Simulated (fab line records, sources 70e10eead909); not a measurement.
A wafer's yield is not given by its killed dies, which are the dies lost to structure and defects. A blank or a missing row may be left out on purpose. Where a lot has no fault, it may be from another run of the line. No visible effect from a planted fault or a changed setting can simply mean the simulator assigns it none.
Matching of chambers :: flow nand-harc :: 4 sister chambers for NHARC_A_STAIRCASE_DESCUM_312 on rie-diel-13
The step chemistry O2, time 3 s. 18 wafers are shown with their chamber, then 9 later ones without.

WAFERS, EACH WITH ITS CHAMBER
wafer: L075.1
chamber: 1
drypump-motor-current-A (A): 6.2
oes-product-au (a.u.): 1.003
showerhead-plenum-p-Torr (Torr): 1.98

wafer: L075.3
chamber: 3
drypump-motor-current-A (A): 6.4
oes-product-au (a.u.): 0.987
showerhead-plenum-p-Torr (Torr): 1.76

wafer: L075.4
chamber: 3
drypump-motor-current-A (A): 6.4
oes-product-au (a.u.): 0.977
showerhead-plenum-p-Torr (Torr): 1.76

wafer: L078.1
chamber: 1
drypump-motor-current-A (A): 6.3
oes-product-au (a.u.): 1.010
showerhead-plenum-p-Torr (Torr): 1.98

wafer: L078.3
chamber: 2
drypump-motor-current-A (A): 6.0
oes-product-au (a.u.): 1.002
showerhead-plenum-p-Torr (Torr): 1.97

wafer: L078.4
chamber: 3
drypump-motor-current-A (A): 6.3
oes-product-au (a.u.): 0.986
showerhead-plenum-p-Torr (Torr): 1.76

wafer: L074.1
chamber: 3
drypump-motor-current-A (A): 6.4
oes-product-au (a.u.): 0.985
showerhead-plenum-p-Torr (Torr): 1.76

wafer: L074.2
chamber: 0
drypump-motor-current-A (A): 5.0
oes-product-au (a.u.): 1.010
showerhead-plenum-p-Torr (Torr): 1.81

wafer: L074.5
chamber: 1
drypump-motor-current-A (A): 6.2
oes-product-au (a.u.): 1.006
showerhead-plenum-p-Torr (Torr): 1.98

wafer: L082.1
chamber: 3
drypump-motor-current-A (A): 6.4
oes-product-au (a.u.): 0.975
showerhead-plenum-p-Torr (Torr): 2.07

wafer: L082.2
chamber: 1
drypump-motor-current-A (A): 6.2
oes-product-au (a.u.): 1.006
showerhead-plenum-p-Torr (Torr): 1.98

wafer: L082.5
chamber: 2
drypump-motor-current-A (A): 6.0
oes-product-au (a.u.): 0.986
showerhead-plenum-p-Torr (Torr): 1.97

wafer: L089.2
chamber: 0
drypump-motor-current-A (A): 5.0
oes-product-au (a.u.): 1.012
showerhead-plenum-p-Torr (Torr): 1.80

wafer: L089.4
chamber: 1
drypump-motor-current-A (A): 6.3
oes-product-au (a.u.): 1.009
showerhead-plenum-p-Torr (Torr): 1.98

wafer: L089.6
chamber: 3
drypump-motor-current-A (A): 6.3
oes-product-au (a.u.): 0.990
showerhead-plenum-p-Torr (Torr): 2.07

wafer: L087.2
chamber: 0
drypump-motor-current-A (A): 5.0
oes-product-au (a.u.): 1.015
showerhead-plenum-p-Torr (Torr): 1.80

wafer: L087.4
chamber: 3
drypump-motor-current-A (A): 6.4
oes-product-au (a.u.): 0.996
showerhead-plenum-p-Torr (Torr): 2.07

wafer: L087.5
chamber: 0
drypump-motor-current-A (A): 5.0
oes-product-au (a.u.): 1.017
showerhead-plenum-p-Torr (Torr): 1.80

SIGNATURES (averages over the wafers above)
reading: drypump-motor-current-A
chamber 0: 5.000
chamber 1: 6.240
chamber 2: 6.000
chamber 3: 6.371
scatter within a chamber: 0.0433

reading: oes-product-au
chamber 0: 1.01350
chamber 1: 1.00680
chamber 2: 0.99400
chamber 3: 0.98514
scatter within a chamber: 0.00599

reading: showerhead-plenum-p-Torr
chamber 0: 1.8025
chamber 1: 1.9800
chamber 2: 1.9700
chamber 3: 1.8929
scatter within a chamber: 0.109
Rule: a wafer lies at a distance from a chamber equal to the root of the sum of squares, over the readings, of (its reading less the chamber's mean, divided by the reading's scatter). The wafer belongs to the nearest chamber; if the next one is less than 2 further off, it can't be placed. How the scatter is found: for the shown wafers, subtract from each reading the mean of its chamber, square and add these, divide the total by (wafers less chambers), then take the root.

WAFERS WITHOUT THEIR CHAMBER
wafer: L090.3
drypump-motor-current-A (A): 6.0
oes-product-au (a.u.): 1.001
showerhead-plenum-p-Torr (Torr): 1.96

wafer: L090.5
drypump-motor-current-A (A): 6.4
oes-product-au (a.u.): 0.990
showerhead-plenum-p-Torr (Torr): 2.07

wafer: L090.6
drypump-motor-current-A (A): 5.0
oes-product-au (a.u.): 1.018
showerhead-plenum-p-Torr (Torr): 1.80

wafer: L091.1
drypump-motor-current-A (A): 6.2
oes-product-au (a.u.): 1.002
showerhead-plenum-p-Torr (Torr): 1.97

wafer: L091.3
drypump-motor-current-A (A): 6.1
oes-product-au (a.u.): 1.003
showerhead-plenum-p-Torr (Torr): 1.96

wafer: L091.4
drypump-motor-current-A (A): 5.0
oes-product-au (a.u.): 1.011
showerhead-plenum-p-Torr (Torr): 1.80

wafer: L093.3
drypump-motor-current-A (A): 6.1
oes-product-au (a.u.): 1.003
showerhead-plenum-p-Torr (Torr): 1.96

wafer: L093.4
drypump-motor-current-A (A): 5.0
oes-product-au (a.u.): 1.013
showerhead-plenum-p-Torr (Torr): 1.80

wafer: L093.6
drypump-motor-current-A (A): 6.1
oes-product-au (a.u.): 1.006
showerhead-plenum-p-Torr (Torr): 1.96

WHICH CHAMBER EACH ONE RAN IN
wafer: L090.3
from the rows above: 2
in truth: 2

wafer: L090.5
from the rows above: 3
in truth: 3

wafer: L090.6
from the rows above: 0
in truth: 0

wafer: L091.1
from the rows above: 1
in truth: 1

wafer: L091.3
from the rows above: can't be placed: 2 or 1
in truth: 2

wafer: L091.4
from the rows above: 0
in truth: 0

wafer: L093.3
from the rows above: can't be placed: 2 or 1
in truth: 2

wafer: L093.4
from the rows above: 0
in truth: 0

wafer: L093.6
from the rows above: can't be placed: 2 or 1
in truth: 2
6 of 9 placed correctly. These rows do not allow placing 3 (true chamber among the candidates in 3). Placed wrongly: 0.
